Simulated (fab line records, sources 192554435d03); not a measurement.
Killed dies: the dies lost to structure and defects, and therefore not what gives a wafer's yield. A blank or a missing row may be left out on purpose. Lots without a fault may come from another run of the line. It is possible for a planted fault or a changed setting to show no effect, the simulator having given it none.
Matching of chambers    flow n5-finfet    N5_WELL_APT_DESCUM_13 on rie-diel-04: 4 sister chambers
The step chemistry O2, time 7.9 s. 4 wafers are shown with their chamber, then 8 later ones without.

== WAFERS, EACH WITH ITS CHAMBER ==
wafer   chamber  showerhead-plenum-p-Torr (Torr)
L075.4  2        2.18
L086.1  1        2.11
L088.5  3        2.19
L089.2  0        1.97

== WAFERS MISSING THEIR CHAMBER ==
wafer   showerhead-plenum-p-Torr (Torr)
L089.4  2.19
L089.5  2.11
L090.1  2.17
L090.4  1.97
L090.5  2.11
L093.1  2.18
L093.3  2.11
L093.5  2.17

== WHICH CHAMBER EACH ONE RAN IN ==
wafer   from the rows above      in truth
L089.4  can't be placed: 3 or 2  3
L089.5  1                        1
L090.1  can't be placed: 2 or 3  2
L090.4  0                        0
L090.5  1                        1
L093.1  can't be placed: 2 or 3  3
L093.3  1                        1
L093.5  can't be placed: 2 or 3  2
Placed correctly: 4 of 8. These rows do not allow placing 4 (true chamber among the candidates in 4). Number placed wrongly: 0.
How it was worked out, from the rows above alone: a wafer's distance from a chamber is the root of the sum, over the readings, of the square of ((its reading less the chamber's mean) divided by the reading's scatter). The wafer belongs to the nearest chamber; if the next one is less than 2 further off, it can't be placed. A chamber's mean is the mean of its shown wafers. The scatter: with one shown wafer a chamber, the root of the mean of the squares of how far each hidden wafer lies from its nearest shown one.
